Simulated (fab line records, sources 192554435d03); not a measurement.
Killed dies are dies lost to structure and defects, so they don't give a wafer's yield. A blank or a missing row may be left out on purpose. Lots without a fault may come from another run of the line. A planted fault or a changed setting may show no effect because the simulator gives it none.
Chamber matching | flow n5_finfet | N5_BEOL_M6_STRIP_67 on rie_diel-02: 4 sister chambers
The step strips in CF4. 14 wafers are shown with their chamber, then 7 later ones without.

WAFERS WITH THEIR CHAMBER
wafer  | chamber | showerhead_plenum_p_Torr (Torr) | drypump_motor_current_A (A) | throttle_valve_pct (%)
L076.1 | 0       | 1.70                            | 5.9                         | 13.80
L076.2 | 2       | 1.85                            | 6.2                         | 14.02
L076.4 | 0       | 1.70                            | 5.9                         | 13.78
L082.1 | 1       | 1.72                            | 5.0                         | 13.69
L082.2 | 2       | 1.85                            | 6.2                         | 14.04
L082.3 | 3       | 1.71                            | 6.1                         | 14.20
L082.4 | 0       | 1.70                            | 5.9                         | 13.82
L082.5 | 1       | 1.72                            | 5.0                         | 13.68
L082.6 | 0       | 1.70                            | 5.9                         | 13.83
L085.1 | 1       | 1.72                            | 5.0                         | 13.70
L085.5 | 2       | 1.85                            | 6.2                         | 14.08
L085.6 | 3       | 1.71                            | 6.1                         | 14.19
L088.2 | 2       | 1.84                            | 6.1                         | 14.09
L088.3 | 3       | 1.71                            | 6.1                         | 14.21

SIGNATURES (means of the wafers above)
reading                  | chamber 0 | chamber 1 | chamber 2 | chamber 3 | scatter within a chamber
showerhead_plenum_p_Torr | 1.7000    | 1.7200    | 1.8475    | 1.7100    | 0.00274
drypump_motor_current_A  | 5.900     | 5.000     | 6.175     | 6.100     | 0.0274
throttle_valve_pct       | 13.8075   | 13.6900   | 14.0575   | 14.2000   | 0.0227
Rule: a wafer's distance from a chamber is the root of the sum, over the readings, of the square of ((its reading less the chamber's mean) divided by the reading's scatter). The wafer belongs to the nearest chamber; if the next one is less than 2 further off, it can't be placed. The scatter: the root of (the sum of the squares of (reading less its chamber's mean) over the shown wafers, divided by (wafers less chambers)).

WAFERS WITHOUT THEIR CHAMBER
wafer  | showerhead_plenum_p_Torr (Torr) | drypump_motor_current_A (A) | throttle_valve_pct (%)
L088.5 | 1.69                            | 5.9                         | 13.87
L090.3 | 1.71                            | 6.1                         | 14.22
L090.5 | 1.71                            | 6.1                         | 14.23
L090.6 | 1.84                            | 6.1                         | 14.10
L092.2 | 1.69                            | 5.9                         | 13.86
L092.3 | 1.71                            | 6.1                         | 14.20
L092.5 | 1.71                            | 5.0                         | 13.72

WHICH CHAMBER EACH WENT THROUGH
wafer  | from the rows above | in truth
L088.5 | 0                   | 0
L090.3 | 3                   | 3
L090.5 | 3                   | 3
L090.6 | 2                   | 2
L092.2 | 0                   | 0
L092.3 | 3                   | 3
L092.5 | 1                   | 1
Placed correctly: 7 of 7. Can't be placed from these rows: 0. Placed wrongly: 0.
